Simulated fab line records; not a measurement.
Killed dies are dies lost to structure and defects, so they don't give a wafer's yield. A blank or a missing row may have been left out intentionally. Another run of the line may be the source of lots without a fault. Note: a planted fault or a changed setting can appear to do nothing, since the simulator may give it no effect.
A lot that was struck, set against a sound lot + flow n5_finfet + 32 steps out of a route of 1938
Sound: wafers L714.3, L714.4, L714.5. Struck: wafer L718.3. (L718.2, L718.5 of the same lot were not struck and are left out.) The cause comes at the end.
At each step with rows: each side's tool, then ch and its chambers, then its first start. Under that, the readings that differ: sound wafers + struck wafers + difference of the means + sigmas: that difference in standard deviations of wafers without a fault.
alike: a reading whose means differ by less than 2 such deviations, as well as words and numbers matching on both sides. not compared: withheld readings; readings where some wafer has no value; bounds like >300 that might hide an equal value; numbers whose values overlap and for which the record gives no deviation.
The two part at a step that has a row with sigmas, a row that says differs or no value, or rows on one side only. When numbers do not overlap yet have no deviation, they are printed without sigmas and do not part them. Lack of a reading on every wafer of one side parts them only where that side has two or more wafers.

first, 12 steps without rows for these wafers: N5_HKMG_FIN_DESCUM_53 (chemistry O2, time 7.9 s); N5_HKMG_FIN_ETCH_54 (etches SiARC in CF4, target depth 45.5 nm, time 75.8 s); N5_HKMG_FIN_ETCH_55 (etches SOC in N2/H2, target depth 240 nm, time 300 s); N5_HKMG_FIN_STRIP_56 (strips in N2/H2); N5_HKMG_FIN_STRIP_57 (strips in CF4); N5_HKMG_FIN_ETCH_58 (etches SOC in N2/H2, target depth 215.8 nm, time 741 s); N5_HKMG_FIN_STRIP_93 (strips SOC in N2/H2, time 20 s); N5_HKMG_FIN_WET_ETCH_76 (etches Al2O3 in dNH4OH, stops on La2O3, target depth 2.25 nm, rinse time 30 s); N5_HKMG_FIN_STRIP_60 (strips in N2/H2, time 360 s); N5_HKMG_FIN_WET_ETCH_77 (etches La2O3 in dHCl, stops on HfO2, target depth 2 nm); N5_HKMG_FIN_WET_ETCH_78 (etches Al2O3 in dNH4OH, stops on La2O3, target depth 4.5 nm, rinse time 30 s); N5_HKMG_FIN_ALD_79 (deposits TiN, target thk 1.5 nm, pulse time 1 s, purge time 3 s).
N5_HKMG_FIN_CVD_62: deposits a-Si from Si2H6, target thk 3 nm, time 20.8 s.
  sound on thermal_cvd_si-01 ch 1,2, day 5 20:27; struck on thermal_cvd_si-01 ch 0, day 6 22:01
  alike: heater_power_w
then, 15 steps without rows for these wafers: N5_HKMG_FIN_RTA_80 (time 2 s); N5_HKMG_FIN_PRECLEAN_64 (cleans in dHF, time 30 s); N5_HKMG_FIN_WET_ETCH_65 (etches a-Si in TMAH, stops on TiN, time 49 s, target depth 3 nm); N5_HKMG_FIN_WET_ETCH_81 (etches TiN in SC1, stops on HfO2, time 57 s, target depth 6 nm); N5_HKMG_FIN_WET_ETCH_82 (etches La2O3 in dHCl, stops on HfO2, target depth 2 nm, rinse time 30 s); N5_HKMG_FIN_ALD_36 (deposits TiN, target thk 1 nm, pulse time 1 s, purge time 3 s); N5_HKMG_FIN_PWFM_ALD_03 (deposits TiN, target thk 2 nm, pulse time 1 s, purge time 3 s); N5_HKMG_FIN_COAT_29 (time 60 s, resist thk 300 nm); N5_HKMG_FIN_COAT_30 (time 60 s, resist thk 35 nm); N5_HKMG_FIN_COAT_06 (resist thk 90 nm); N5_HKMG_FIN_EBR_08; N5_HKMG_FIN_SOFTBAKE_07 (time 60 s); N5_HKMG_FIN_EXPOSE_09 (exposes mask NWFM); N5_HKMG_FIN_PEB_10 (peb time 60 s); N5_HKMG_FIN_DEVELOP_11 (develop time 30 s).
N5_HKMG_FIN_INSPECT_14: inspects for defects (macro).
  sound: defect_inspect-01 at day 5 22:25; struck: defect_inspect-01 at day 6 23:38
| reading          | sound | struck | difference | sigmas |
|------------------|-------|--------|------------|--------|
| raw_defect_count | 1 0 2 | >300   | differs    |        |
then, 1 step without rows for these wafers: N5_HKMG_FIN_DESCUM_17 (chemistry O2, time 7.9 s).
-- here the record skips 6 days between the struck wafers' starts before and after, leaving off in module HKMG_FIN and picking up in module BEOL_M4 (first step shown: number 1111 of the route) --
N5_BEOL_M4_RC_MEAS_101:
  sound on prober-01 ch 0, day 12 05:40; struck on prober-01 ch 0, day 13 09:40
  alike: DIBL_N, DIBL_P, IOFF_N, IOFF_P, ION_N, ION_P, SS_N, SS_P, VT_N, VT_P
-- the record jumps here: 5 days lie between the struck wafers' starts before and after (it left off in module BEOL_M4 and takes up again in module PASSIVATION, whose first step shown is number 1936 of the route) --
N5_PASSIVATION_PROBE_49:
  sound: prober-02 at day 16 21:54; struck: prober-01 at day 17 23:08
| reading                  | sound          | struck | difference | sigmas |
|--------------------------|----------------|--------|------------|--------|
| defect_limited_yield (%) | 89.4 90.6 93.0 | 78.5   | -12.5      | -9     |
| killed_at_front_end      | 43 41 25       | 179    | +143       | +13    |
| killed_dies              | 125 111 83     | 254    | +148       | +9     |
| sort_bin_5_function (%)  | 6.2 6.0 4.5    | 13.0   | +7.4       | +8     |
| sort_n_pass              | 1055 1069 1097 | 926    | -148       | -9     |
| sort_yield_pct (%)       | 89.4 90.6 93.0 | 78.5   | -12.5      | -9     |
  alike: killed_at_M0_to_M3, killed_at_M4_up, killed_at_contacts, killed_at_other, killed_open, killed_short, sort_bin_6_memory

WHERE THEY PART
Last at N5_PASSIVATION_PROBE_49 as far as this record goes, first at N5_HKMG_FIN_INSPECT_14.

WHY: what the simulator had put in
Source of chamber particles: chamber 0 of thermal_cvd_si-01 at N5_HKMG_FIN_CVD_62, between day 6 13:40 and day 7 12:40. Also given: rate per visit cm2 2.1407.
